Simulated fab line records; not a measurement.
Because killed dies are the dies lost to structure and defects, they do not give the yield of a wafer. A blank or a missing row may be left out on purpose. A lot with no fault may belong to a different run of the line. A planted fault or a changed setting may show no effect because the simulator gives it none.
fab line records	flow nandHarc	part 1 of 2: steps 1 to 21 of 32
record lots=5	wafers=15	lastDay=31
route steps=1302 shown A_BLC@1110 A_M0@1137
lots with no fault: from the same line, run without faults
startH: start of the lot's first displayed wafer, in hours after the record's first day	waitH: time in hours since the lot's previous step	" unchanged from the row above	L1.1+2: a row that stands for several wafers	- no value present, or no start provided	* or withheld: withheld	< > ~ a bound
route shown NAME@n: names a module that has steps shown in the file, with the first one's number in the route	usual: mean/standard deviation taken from wafers without a fault	same: alike in all rows	chamber/n: place in a boat	sites: the reading at each site	_std_site: the values' standard deviation	_edge_site: inner sites' mean taken away from outer sites' mean	radiusMm: how far each site lies from the wafer's centre	mask NAME#n: copy n	behind: the tool/chamber that last shaped the wafer	hold: what put the lot on hold/how long, in hours/how the hold closed	device: the transistor (n, p or np) that didn't switch	end of line: the route-end tests of the same wafers	a step with no rows: only its recipe	killed: dies lost to structure and defects at the first sort, not the wafer's yield	map: the dies of a wafer, with x for killed, . for not killed, _ for no die there
set.NAME: the setting as run; set.NAME@STEP: as run at that earlier step	model.NAME: the simulator's own value behind a step, which no gauge read
certain route steps with their lots: each step a table, each wafer a row
services: when a tool's chamber went out of use (startH, in hours from the record's first day, below 0 if earlier), for how many hours, and the reason
## steps
# step NHARC_A_BLC_COAT_03
# recipe tempC=225	timeS=65
# usual resistLineTempC=23.01/0.11
lot.wafer	tool	chamber	startH	waitH	resistLineTempC
L077.2	lithoTrack-06	0	-	-	22.99
L077.3	"	0	"	"	22.89
L077.4	"	0	"	"	22.94
L081.4	lithoTrack-01	0	-	-	22.86
L081.5	"	0	"	"	22.89
L081.6	"	0	"	"	22.99
L084.1	lithoTrack-01	0	-	-	22.87
L084.4	"	0	"	"	22.71
L084.5	"	0	"	"	22.89
L087.2	lithoTrack-04	0	-	-	22.96
L087.5	"	0	"	"	23.12
L087.6	"	0	"	"	23.16
L092.1	lithoTrack-04	0	-	-	23.06
L092.4	"	0	"	"	23.05
L092.6	"	0	"	"	22.96
# step NHARC_A_BLC_COAT_04
# recipe spinRpm=1500	resistThkNm=90
# usual resistLineTempC=23.02/0.1
lot.wafer	tool	chamber	startH	waitH	resistLineTempC
L077.2	lithoTrack-06	0	-	-	23.22
L077.3	"	0	"	"	22.96
L077.4	"	0	"	"	23.16
L081.4	lithoTrack-01	0	-	-	22.97
L081.5	"	0	"	"	23.01
L081.6	"	0	"	"	23.05
L084.1	lithoTrack-01	0	-	-	22.99
L084.4	"	0	"	"	22.94
L084.5	"	0	"	"	23.09
L087.2	lithoTrack-04	0	-	-	22.90
L087.5	"	0	"	"	22.95
L087.6	"	0	"	"	23.17
L092.1	lithoTrack-04	0	-	-	23.14
L092.4	"	0	"	"	23.02
L092.6	"	0	"	"	23.12
# step NHARC_A_BLC_SOFTBAKE_05
# recipe tempC=105	timeS=55
# usual resistLineTempC=22.99/0.1
lot.wafer	tool	chamber	startH	waitH	resistLineTempC
L077.2	lithoTrack-06	0	-	-	22.93
L077.3	"	0	"	"	22.92
L077.4	"	0	"	"	23.15
L081.4	lithoTrack-01	0	-	-	22.96
L081.5	"	0	"	"	22.91
L081.6	"	0	"	"	23.06
L084.1	lithoTrack-01	0	-	-	23.12
L084.4	"	0	"	"	23.06
L084.5	"	0	"	"	22.89
L087.2	lithoTrack-04	0	-	-	23.08
L087.5	"	0	"	"	22.95
L087.6	"	0	"	"	23.04
L092.1	lithoTrack-04	0	-	-	22.95
L092.4	"	0	"	"	23.01
L092.6	"	0	"	"	23.12
# step NHARC_A_BLC_EBR_06
# usual resistLineTempC=22.99/0.1
lot.wafer	tool	chamber	startH	waitH	resistLineTempC
L077.2	lithoTrack-06	0	-	-	23.05
L077.3	"	0	"	"	22.96
L077.4	"	0	"	"	23.10
L081.4	lithoTrack-01	0	-	-	22.84
L081.5	"	0	"	"	22.79
L081.6	"	0	"	"	22.92
L084.1	lithoTrack-01	0	-	-	22.86
L084.4	"	0	"	"	23.02
L084.5	"	0	"	"	23.11
L087.2	lithoTrack-04	0	-	-	23.09
L087.5	"	0	"	"	23.11
L087.6	"	0	"	"	22.98
L092.1	lithoTrack-04	0	-	-	22.99
L092.4	"	0	"	"	22.91
L092.6	"	0	"	"	23.01
# step NHARC_A_BLC_EXPOSE_07
# recipe na=1.35	targetCdNm=100	doseMj=67.97	maskId=A_BLC
# usual exposureDoseMJCm2=68.01/0.16	stageVelMmS=500.03/0.26
lot.wafer	tool	chamber	startH	waitH	mask	exposureDoseMJCm2	stageVelMmS
L077.2	arfiScanner-02	0	558.55	-	A_BLC#0	68.15	499.97
L077.3	"	0	"	"	A_BLC#0	68.19	499.88
L077.4	"	0	"	"	A_BLC#0	68.18	500.39
L081.4	arfiScanner-03	0	598.52	-	A_BLC#0	67.87	500.35
L081.5	"	0	"	"	A_BLC#0	67.94	500.03
L081.6	"	0	"	"	A_BLC#0	67.95	500.58
L084.1	arfiScanner-03	0	611.95	-	A_BLC#0	67.96	500.23
L084.4	"	0	"	"	A_BLC#0	67.93	500.25
L084.5	"	0	"	"	A_BLC#0	67.92	500.30
L087.2	arfiScanner-03	0	643.09	-	A_BLC#0	67.87	499.73
L087.5	"	0	"	"	A_BLC#0	67.88	500.07
L087.6	"	0	"	"	A_BLC#0	67.88	499.84
L092.1	arfiScanner-01	0	697.30	-	A_BLC#0	67.84	499.62
L092.4	"	0	"	"	A_BLC#0	67.94	500.02
L092.6	"	0	"	"	A_BLC#0	67.92	499.77
# step NHARC_A_BLC_PEB_08
# recipe pebTempC=100	pebTimeS=65
# usual resistLineTempC=23.02/0.1
lot.wafer	tool	chamber	startH	waitH	resistLineTempC
L077.2	lithoTrack-01	0	558.60	0.1	22.96
L077.3	"	0	"	"	22.98
L077.4	"	0	"	"	22.89
L081.4	lithoTrack-04	0	598.57	0.0	23.10
L081.5	"	0	"	"	23.06
L081.6	"	0	"	"	23.08
L084.1	lithoTrack-06	0	612.01	0.1	23.04
L084.4	"	0	"	"	22.85
L084.5	"	0	"	"	22.98
L087.2	lithoTrack-06	0	643.15	0.1	22.98
L087.5	"	0	"	"	22.84
L087.6	"	0	"	"	22.97
L092.1	lithoTrack-01	0	697.36	0.1	22.88
L092.4	"	0	"	"	22.87
L092.6	"	0	"	"	23.03
# step NHARC_A_BLC_DEVELOP_09
# recipe developTimeS=35	devTempC=23
# usual resistLineTempC=22.99/0.092
lot.wafer	tool	chamber	startH	waitH	resistLineTempC
L077.2	lithoTrack-01	0	-	-	23.03
L077.3	"	0	"	"	23.01
L077.4	"	0	"	"	23.04
L081.4	lithoTrack-04	0	-	-	23.12
L081.5	"	0	"	"	23.05
L081.6	"	0	"	"	22.98
L084.1	lithoTrack-06	0	-	-	23.13
L084.4	"	0	"	"	23.02
L084.5	"	0	"	"	22.99
L087.2	lithoTrack-06	0	-	-	23.03
L087.5	"	0	"	"	22.98
L087.6	"	0	"	"	22.89
L092.1	lithoTrack-01	0	-	-	22.97
L092.4	"	0	"	"	23.05
L092.6	"	0	"	"	22.97
# step NHARC_A_BLC_CD_MEAS_10
# recipe targetCdNm=100	landingEnergyEv=500
# usual cdNm=100.7/0.95
lot.wafer	tool	chamber	startH	waitH	cdNm
L077.2	cdSem-03	0	558.68	-	99.9
L077.3	"	0	"	"	99.8
L077.4	"	0	"	"	100.2
L081.4	cdSem-02	0	598.65	-	100.3
L081.5	"	0	"	"	101.3
L081.6	"	0	"	"	102.5
L084.1	cdSem-01	0	612.09	-	102.6
L084.4	"	0	"	"	101.3
L084.5	"	0	"	"	101.3
L087.2	cdSem-02	0	643.23	-	100.1
L087.5	"	0	"	"	100.7
L087.6	"	0	"	"	101.8
L092.1	cdSem-01	0	697.44	-	100.7
L092.4	"	0	"	"	99.8
L092.6	"	0	"	"	100.4
# step NHARC_A_BLC_OVL_MEAS_11
# usual overlayXNm=0.0/1	overlayYNm=0.0/0.66
lot.wafer	tool	chamber	startH	waitH	overlayXNm	overlayYNm
L077.2	overlay-01	-	558.77	-	1.4	-1.3
L077.3	"	-	"	"	0.8	-1.2
L077.4	"	-	"	"	1.4	-0.7
L081.4	overlay-01	-	598.73	-	2.2	-1.5
L081.5	"	-	"	"	2.6	-0.3
L081.6	"	-	"	"	2.3	-0.9
L084.1	overlay-02	-	612.17	-	0.0	-0.5
L084.4	"	-	"	"	0.2	-0.1
L084.5	"	-	"	"	0.5	-0.4
L087.2	overlay-01	-	643.32	-	0.4	-0.9
L087.5	"	-	"	"	0.1	-0.4
L087.6	"	-	"	"	0.2	-0.5
L092.1	overlay-01	-	697.52	-	-1.1	-0.5
L092.4	"	-	"	"	-0.8	-0.6
L092.6	"	-	"	"	-0.3	-0.5
# step NHARC_A_BLC_INSPECT_12
# usual rawDefectCount=83/39
lot.wafer	tool	chamber	startH	waitH	rawDefectCount
L077.2	defectInspect-01	-	558.81	0.0	39
L077.3	"	-	"	"	33
L077.4	"	-	"	"	29
L081.4	defectInspect-02	-	598.77	0.0	32
L081.5	"	-	"	"	28
L081.6	"	-	"	"	27
L084.1	defectInspect-01	-	612.21	0.0	92
L084.4	"	-	"	"	87
L084.5	"	-	"	"	104
L087.2	defectInspect-02	-	643.35	0.0	77
L087.5	"	-	"	"	75
L087.6	"	-	"	"	66
L092.1	defectInspect-02	-	697.56	0.0	123
L092.4	"	-	"	"	114
L092.6	"	-	"	"	108
# step NHARC_A_BLC_DESCUM_15
# recipe timeS=3	o2FlowSccm=200	arFlowSccm=0	biasPowerW=0	chemistry=O2
# usual drypumpMotorCurrentA=5.8/0.47	oesProductAu=0.998/0.012	rfVppV=57.8/0.81	showerheadPlenumPTorr=1.89/0.063	throttleValvePct=11.312/0.0089
lot.wafer	tool	chamber	startH	waitH	drypumpMotorCurrentA	oesProductAu	rfHoursCounterH	rfVppV	showerheadPlenumPTorr	throttleValvePct
L077.4	rieDiel-07	2	558.87	0.1	6.5	0.998	5	57.8	2.01	11.320
L077.3	"	3	"	"	5.4	0.989	5	57.5	1.92	11.327
L077.2	"	1	"	"	6.2	0.984	5	58.0	1.81	11.307
L081.4	rieDiel-07	1	598.85	0.1	6.2	0.996	7	56.2	1.81	11.322
L081.5	"	2	"	"	6.5	0.998	-	59.7	2.01	11.318
L081.6	"	3	"	"	5.4	1.001	-	56.4	1.92	11.316
L084.1	rieDiel-09	0	612.28	0.1	5.2	0.989	29	56.9	1.87	11.310
L084.4	"	1	"	"	6.2	1.009	27	57.2	1.96	11.315
L084.5	"	0	"	"	5.2	1.000	-	58.4	1.87	11.318
L087.2	rieDiel-10	3	643.41	0.1	6.3	1.009	4	57.8	1.84	11.306
L087.6	"	3	"	"	6.4	1.006	-	56.1	1.84	11.314
L087.5	"	1	"	"	5.6	0.978	-	57.6	1.84	11.313
L092.4	rieDiel-10	2	697.64	0.1	5.0	1.007	8	58.2	1.82	11.314
L092.1	"	3	"	"	6.3	1.025	8	57.3	1.84	11.315
L092.6	"	0	"	"	6.0	1.005	-	58.0	1.93	11.310
# step NHARC_A_BLC_ETCH_16
# recipe targetDepthA=390	overEtchFrac=0.3	timeS=65	ionEnergyEv=80	cf4FlowSccm=150	arFlowSccm=0	rfW=300	biasW=100	chemistry=CF4
# usual cf4FlowSccm=150.0/0.45	drypumpMotorCurrentA=5.8/0.48	oesProductAu=0.998/0.011	rfVppV=150.8/1.1	showerheadPlenumPTorr=1.74/0.055	throttleValvePct=13.284/0.0097
lot.wafer	tool	chamber	startH	waitH	cf4FlowSccm	drypumpMotorCurrentA	oesProductAu	rfHoursCounterH	rfVppV	showerheadPlenumPTorr	throttleValvePct
L077.3	rieDiel-07	1	558.96	0.1	149.5	6.2	1.002	5	151.0	1.68	13.294
L077.2	"	2	"	"	149.7	6.5	1.006	5	153.9	1.85	13.278
L077.4	"	3	"	"	149.6	5.4	0.989	5	149.9	1.78	13.280
L081.4	rieDiel-07	1	598.92	0.1	150.2	6.2	0.998	7	149.1	1.68	13.300
L081.5	"	0	"	"	150.1	5.9	0.990	-	151.1	1.77	13.289
L081.6	"	1	"	"	150.0	6.2	0.989	-	150.5	1.68	13.276
L084.4	rieDiel-09	3	612.36	0.1	150.2	5.9	1.002	25	149.3	1.67	13.274
L084.1	"	1	"	"	150.1	6.2	0.995	27	151.1	1.80	13.294
L084.5	"	3	"	"	150.2	5.9	1.003	-	149.4	1.67	13.295
L087.2	rieDiel-10	1	643.51	0.1	150.5	5.6	0.995	4	151.2	1.71	13.294
L087.5	"	1	"	"	150.8	5.6	0.991	-	150.3	1.71	13.273
L087.6	"	2	"	"	149.3	4.9	1.006	-	151.6	1.69	13.276
L092.4	rieDiel-10	2	697.71	0.1	151.0	4.9	1.005	8	149.6	1.69	13.270
L092.1	"	1	"	"	150.9	5.6	0.993	8	151.4	1.71	13.262
L092.6	"	2	"	"	150.6	4.9	1.014	-	149.4	1.69	13.287
# step NHARC_A_BLC_ETCH_17
# recipe targetDepthA=3900	overEtchFrac=0.25	timeS=609.38	ionEnergyEv=200	n2FlowSccm=150	h2FlowSccm=150	arFlowSccm=0	rfW=400	biasW=150	chemistry=N2/H2
# usual drypumpMotorCurrentA=5.8/0.48	oesProductAu=0.998/0.011	rfVppV=429.6/2	showerheadPlenumPTorr=2.01/0.069	throttleValvePct=14.170/0.01
lot.wafer	tool	chamber	startH	waitH	drypumpMotorCurrentA	oesProductAu	rfHoursCounterH	rfVppV	showerheadPlenumPTorr	throttleValvePct
L077.3	rieDiel-07	3	-	-	5.4	0.998	5	431.8	2.05	14.172
L077.2	"	0	"	"	5.9	1.000	5	429.6	2.04	14.149
L077.4	"	1	"	"	6.2	0.987	5	427.5	1.92	14.159
L081.4	rieDiel-07	1	-	-	6.2	1.002	7	427.1	1.92	14.160
L081.5	"	2	"	"	6.5	0.994	-	433.7	2.15	14.168
L081.6	"	3	"	"	5.4	0.997	-	432.0	2.05	14.171
L084.1	rieDiel-09	1	-	-	6.2	0.991	27	431.4	2.09	14.174
L084.4	"	3	"	"	5.9	1.008	25	427.4	1.91	14.172
L084.5	"	0	"	"	5.3	0.991	-	429.0	2.00	14.172
L087.2	rieDiel-10	2	-	-	5.0	0.998	4	428.0	1.94	14.171
L087.6	"	3	"	"	6.3	1.003	-	427.7	1.96	14.170
L087.5	"	2	"	"	4.9	0.994	-	427.7	1.94	14.169
L092.4	rieDiel-10	2	-	-	5.0	1.003	8	428.2	1.94	14.153
L092.1	"	1	"	"	5.6	0.990	8	428.2	1.96	14.174
L092.6	"	2	"	"	4.9	1.003	-	428.1	1.94	14.146
# step NHARC_A_BLC_ETCH_18
# recipe targetDepthA=9100	c4f8FlowSccm=20	o2FlowSccm=10	arFlowSccm=withheld	rfW=600	biasW=1500	chemistry=C4F8/O2/Ar
# usual oesProductAu=0.942/0.022	rfVppV=976/4.5
lot.wafer	tool	chamber	startH	waitH	oesProductAu	rfHoursCounterH	rfVppV
L077.4	rieDiel-07	2	-	-	0.912	6	984
L077.3	"	3	"	"	0.921	6	979
L077.2	"	0	"	"	0.917	5	979
L081.4	rieDiel-07	1	-	-	0.969	8	970
L081.5	"	0	"	"	0.972	-	978
L081.6	"	1	"	"	0.970	-	972
L084.1	rieDiel-09	0	-	-	0.921	31	976
L084.4	"	1	"	"	0.924	28	980
L084.5	"	3	"	"	0.927	-	970
L087.2	rieDiel-10	3	-	-	0.968	4	974
L087.6	"	3	"	"	0.972	-	973
L087.5	"	1	"	"	0.958	-	973
L092.4	rieDiel-10	0	-	-	0.961	8	980
L092.1	"	1	"	"	0.939	8	974
L092.6	"	3	"	"	0.995	-	974
# step NHARC_A_BLC_CD_MEAS_19
# usual cdNm=100.6/2.6
lot.wafer	tool	chamber	startH	waitH	cdNm
L077.2	cdSem-03	-	559.84	-	97.3
L077.3	"	-	"	"	102.1
L077.4	"	-	"	"	99.2
L081.4	cdSem-01	-	599.80	-	99.2
L081.5	"	-	"	"	99.2
L081.6	"	-	"	"	103.9
L084.1	cdSem-02	-	614.11	-	101.9
L084.4	"	-	"	"	108.9
L084.5	"	-	"	"	101.5
L087.2	cdSem-01	-	644.57	-	98.1
L087.5	"	-	"	"	100.6
L087.6	"	-	"	"	99.8
L092.1	cdSem-01	-	698.59	-	100.1
L092.4	"	-	"	"	101.6
L092.6	"	-	"	"	99.9
# step NHARC_A_BLC_STRIP_29
# recipe cf4FlowSccm=150	arFlowSccm=0	biasW=0	chemistry=CF4
# usual cf4FlowSccm=150.0/0.42	drypumpMotorCurrentA=5.8/0.48	oesProductAu=0.997/0.01	rfVppV=59.2/0.9	showerheadPlenumPTorr=1.74/0.055	throttleValvePct=13.284/0.0094
lot.wafer	tool	chamber	startH	waitH	cf4FlowSccm	drypumpMotorCurrentA	oesProductAu	rfHoursCounterH	rfVppV	showerheadPlenumPTorr	throttleValvePct
L077.2	rieDiel-09	2	559.91	0.1	150.4	5.7	1.002	15	60.0	1.82	13.284
L077.4	"	0	"	"	150.3	5.2	0.985	18	59.2	1.74	13.291
L077.3	"	1	"	"	150.2	6.2	1.010	16	59.4	1.81	13.276
L081.4	rieDiel-09	3	599.88	0.1	150.4	5.9	0.993	24	59.4	1.67	13.284
L081.6	"	2	"	"	150.0	5.7	0.999	-	59.7	1.82	13.283
L081.5	"	3	"	"	150.5	5.9	1.003	-	59.9	1.67	13.283
L084.4	rieDiel-07	0	614.18	0.1	150.0	5.9	0.975	8	59.0	1.77	13.298
L084.1	"	3	"	"	149.2	5.4	0.987	9	57.8	1.77	13.270
L084.5	"	1	"	"	150.0	6.2	0.981	-	57.8	1.68	13.286
L087.2	rieDiel-10	3	644.65	0.1	149.8	6.4	1.006	4	58.3	1.71	13.285
L087.6	"	2	"	"	149.7	5.0	0.986	-	58.2	1.69	13.295
L087.5	"	3	"	"	150.2	6.3	1.006	-	57.4	1.71	13.293
L092.1	rieDiel-07	3	698.66	0.1	149.5	5.4	0.995	2	58.5	1.77	13.284
L092.4	"	1	"	"	150.6	6.2	0.993	3	58.8	1.68	13.273
L092.6	"	0	"	"	150.5	5.9	0.996	-	59.1	1.77	13.285
# step NHARC_A_BLC_STRIP_21
# recipe o2FlowSccm=500	arFlowSccm=0	biasW=0	chemistry=O2
# usual drypumpMotorCurrentA=5.9/0.47	oesProductAu=0.999/0.011	rfVppV=57.7/0.87	showerheadPlenumPTorr=3.48/0.11	throttleValvePct=17.036/0.0092
lot.wafer	tool	chamber	startH	waitH	drypumpMotorCurrentA	oesProductAu	rfHoursCounterH	rfVppV	showerheadPlenumPTorr	throttleValvePct
L077.2	rieDiel-09	0	560.02	0.1	5.2	1.002	18	57.7	3.46	17.029
L077.4	"	1	"	"	6.2	1.010	16	56.8	3.61	17.039
L077.3	"	2	"	"	5.7	0.999	15	59.0	3.63	17.043
L081.4	rieDiel-09	0	600.00	0.1	5.3	1.005	28	58.6	3.46	17.058
L081.6	"	1	"	"	6.2	1.018	-	57.6	3.60	17.028
L081.5	"	2	"	"	5.7	1.004	-	58.7	3.63	17.029
L084.1	rieDiel-07	2	614.29	0.1	6.5	0.994	9	58.2	3.69	17.023
L084.4	"	0	"	"	5.9	0.987	8	57.4	3.53	17.038
L084.5	"	2	"	"	6.5	0.996	-	56.2	3.69	17.028
L087.2	rieDiel-10	2	644.78	0.1	4.9	1.009	4	57.4	3.37	17.032
L087.5	"	1	"	"	5.7	0.996	-	56.0	3.41	17.045
L087.6	"	3	"	"	6.3	1.015	-	57.0	3.41	17.033
L092.1	rieDiel-07	2	698.78	0.1	6.5	1.011	3	59.1	3.69	17.028
L092.4	"	3	"	"	5.4	0.996	2	56.9	3.54	17.029
L092.6	"	2	"	"	6.5	1.013	-	58.1	3.69	17.040
# step NHARC_A_BLC_STRIP_22
# recipe timeS=600	tempC=30	chemistry=postEtchResidueRemover
lot.wafer	tool	chamber	startH	waitH
L077.3+4+2	wetBench-03	5,6,7	560.18	-
L081.5+6+4	wetBench-07	2,3,4	600.13	-
L084.4+1+5	wetBench-01	2,4,6	614.44	-
L087.6+5+2	wetBench-07	2,3,5	644.95	-
L092.4+1+6	wetBench-07	7,0,1	698.93	-
# step NHARC_A_BLC_DEGAS_30
# recipe tempC=300	timeS=60
# usual heaterPowerW=466/46
lot.wafer	tool	chamber	startH	waitH	heaterPowerW
L077.2	pvdSputter-03	-	560.47	-	489
L077.3	"	-	"	"	499
L077.4	"	-	"	"	398
L081.4	pvdSputter-02	-	600.40	-	490
L081.6	"	-	"	"	545
L081.5	"	-	"	"	500
L084.1	pvdSputter-02	-	614.72	-	477
L084.4	"	-	"	"	447
L084.5	"	-	"	"	451
L087.2	pvdSputter-03	-	645.23	-	473
L087.6	"	-	"	"	397
L087.5	"	-	"	"	500
L092.1	pvdSputter-01	-	699.19	-	394
L092.4	"	-	"	"	405
L092.6	"	-	"	"	401
# step NHARC_A_BLC_PRE_CLEAN_31
# recipe timeS=15	biasV=250	gas=Ar
lot.wafer	tool	chamber	startH	waitH
L077.4+2+3	pvdSputter-03	-	-	-
L081.4+6+5	pvdSputter-02	-	-	-
L084.4+1+5	pvdSputter-02	-	-	-
L087.2+6+5	pvdSputter-03	-	-	-
L092.1+4+6	pvdSputter-01	-	-	-
# step NHARC_A_BLC_PVD_32
# recipe targetThkA=50	chamberPressurePa=5	powerW=5000	substrateTempC=200	timeS=17.7	material=Ti
# usual chamberPressurePa=5.001/0.0099	throttleValvePct=30.2/1.1
lot.wafer	tool	chamber	startH	waitH	chamberPressurePa	throttleValvePct
L077.4	pvdSputter-03	-	-	-	4.999	30.4
L077.3	"	-	"	"	5.007	29.6
L077.2	"	-	"	"	5.014	30.4
L081.4	pvdSputter-02	-	-	-	5.003	31.1
L081.5	"	-	"	"	5.022	30.8
L081.6	"	-	"	"	5.022	30.7
L084.4	pvdSputter-02	-	-	-	5.006	30.6
L084.1	"	-	"	"	5.005	29.9
L084.5	"	-	"	"	5.017	30.7
L087.2	pvdSputter-03	-	-	-	4.999	28.1
L087.6	"	-	"	"	4.996	29.7
L087.5	"	-	"	"	5.005	30.6
L092.1	pvdSputter-01	-	-	-	5.002	30.7
L092.4	"	-	"	"	5.005	29.9
L092.6	"	-	"	"	4.997	30.5
